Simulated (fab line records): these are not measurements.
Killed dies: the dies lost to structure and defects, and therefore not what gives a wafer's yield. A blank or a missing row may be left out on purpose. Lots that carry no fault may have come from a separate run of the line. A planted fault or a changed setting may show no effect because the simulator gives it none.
What tool caused it?	flow nand_harc	14 lots, 42 wafers sampled, at 4 steps of a route of 1302

## WHAT EACH GAUGE READ, for each wafer
NHARC_END_SORT_01.
lot	measured	on	killed_at_array	killed_at_other	killed_at_periphery	killed_dies	killed_open	killed_short
L789	day 27 15:32	prober-02	119 92 45	1 1 0	5 8 2	125 101 47	4 4 2	0 4 0
L790	day 28 03:53	prober-01	114 52 123	3 3 3	4 2 2	121 57 128	4 2 3	1 1 0

## TOOL THAT RAN EACH LOT (tool first, then ch and the chambers of the sampled wafers, then the start)
lot	NHARC_A_CONTACT_ETCH_119	NHARC_THIN_TSV_PVD_51	NHARC_THIN_TSV_STRIP_56
L782	har_cap_etch-03 ch 0,1, day 21 20:59	pvd_sputter-01, day 24 08:24 or earlier	plasma_asher-01 ch 0,1, day 24 08:24
L781	har_cap_etch-03 ch 0,1, day 22 04:28	pvd_sputter-02, day 24 14:58 or earlier	plasma_asher-01 ch 0,1, day 24 14:58
L789	har_cap_etch-01 ch 0,1, day 24 22:35	pvd_sputter-01, day 27 06:26 or earlier	plasma_asher-02 ch 0, day 27 06:26
L790	har_cap_etch-01 ch 0,1, day 25 10:28	pvd_sputter-03, day 27 18:14 or earlier	plasma_asher-01 ch 0,1, day 27 18:14
L793	har_cap_etch-03 ch 0,1, day 26 15:46	pvd_sputter-01, day 28 23:31 or earlier	plasma_asher-02 ch 1, day 28 23:31
L795	har_cap_etch-02 ch 0,1, day 27 09:16	pvd_sputter-03, day 29 18:23 or earlier	plasma_asher-01 ch 0, day 29 18:23
L797	har_cap_etch-02 ch 0,1, day 28 10:25	pvd_sputter-02, day 30 22:53 or earlier	plasma_asher-02 ch 0,1, day 30 22:53
L799	har_cap_etch-01 ch 0, day 28 18:13	pvd_sputter-02, day 31 03:10 or earlier	plasma_asher-01 ch 0,1, day 31 03:10
L798	har_cap_etch-02 ch 0,1, day 28 20:18	pvd_sputter-03, day 31 04:14 or earlier	plasma_asher-02 ch 0,1, day 31 04:14
L800	har_cap_etch-01 ch 0,1, day 29 13:07	pvd_sputter-03, day 31 23:04 or earlier	plasma_asher-02 ch 0,1, day 31 23:04
L802	har_cap_etch-02 ch 0, day 29 20:55	pvd_sputter-01, day 32 09:01 or earlier	plasma_asher-01 ch 0,1, day 32 09:01
L801	har_cap_etch-01 ch 0,1, day 29 21:14	pvd_sputter-03, day 32 10:22 or earlier	plasma_asher-01 ch 0,1, day 32 10:22
L803	har_cap_etch-03 ch 0,1, day 29 22:28	pvd_sputter-02, day 32 11:43 or earlier	plasma_asher-02 ch 0,1, day 32 11:43
L804	har_cap_etch-03 ch 0,1, day 30 14:35	pvd_sputter-02, day 32 21:22 or earlier	plasma_asher-01 ch 0,1, day 32 21:22
- NHARC_A_CONTACT_ETCH_119: etches the open film in C4F8/O2/Ar, time 190 s, target depth 1850 nm.
- NHARC_THIN_TSV_PVD_51: deposits Cu, target thk 100 nm.
- NHARC_THIN_TSV_STRIP_56: strips in O2.

## AS READ BY THE TOOLS THEMSELVES (means over the sampled wafers that have a number; for cases with no such wafer, the mark the record gives instead)
NHARC_THIN_TSV_PVD_51.
lot	tool	throttle_valve_pct (%)
L782	pvd_sputter-01	29.0
L781	pvd_sputter-02	30.2
L789	pvd_sputter-01	29.5
L790	pvd_sputter-03	30.8
L793	pvd_sputter-01	29.3
L795	pvd_sputter-03	30.0
L797	pvd_sputter-02	30.6
L799	pvd_sputter-02	30.0
L798	pvd_sputter-03	30.3
L800	pvd_sputter-03	29.2
L802	pvd_sputter-01	29.8
L801	pvd_sputter-03	29.7
L803	pvd_sputter-02	30.6
L804	pvd_sputter-02	30.5

NHARC_THIN_TSV_STRIP_56.
lot	tool	drypump_motor_current_A (A)	heater_power_w (W)
L782	plasma_asher-01	6.2	292
L781	plasma_asher-01	6.2	305
L789	plasma_asher-02	5.4	373
L790	plasma_asher-01	6.2	293
L793	plasma_asher-02	5.9	337
L795	plasma_asher-01	6.2	327
L797	plasma_asher-02	5.7	353
L799	plasma_asher-01	6.2	310
L798	plasma_asher-02	5.6	361
L800	plasma_asher-02	5.6	362
L802	plasma_asher-01	6.2	297
L801	plasma_asher-01	6.2	301
L803	plasma_asher-02	5.7	357
L804	plasma_asher-01	6.2	295

## THE ANSWER, worked out from the rows above alone
Rule: the lots themselves supply what counts as usual. The widest of any qualifying gaps counts: lots, ordered by their means at a reading, are off when they make up no more than a third of the lots, leave a main group of 4 or more, and stand apart from it by 3 or more times the standard deviation of that group's means. A main group is skipped when, at the precision printed for the reading in the tables above, its means are all equal. A lot without any number at a reading at which 4 lots or more have one is off too. All remaining lots with rows at the step are treated as sound. First the gauges in route order, then the tools' own readings, where a lot's mean is used as printed above. The first step at which some lot is off is used, and at that step the reading that is off furthest; a lot without a number counts as furthest.
No lot is off at any reading shown: from this, nothing can be told.

## WHAT THE SIMULATOR HAD PUT IN
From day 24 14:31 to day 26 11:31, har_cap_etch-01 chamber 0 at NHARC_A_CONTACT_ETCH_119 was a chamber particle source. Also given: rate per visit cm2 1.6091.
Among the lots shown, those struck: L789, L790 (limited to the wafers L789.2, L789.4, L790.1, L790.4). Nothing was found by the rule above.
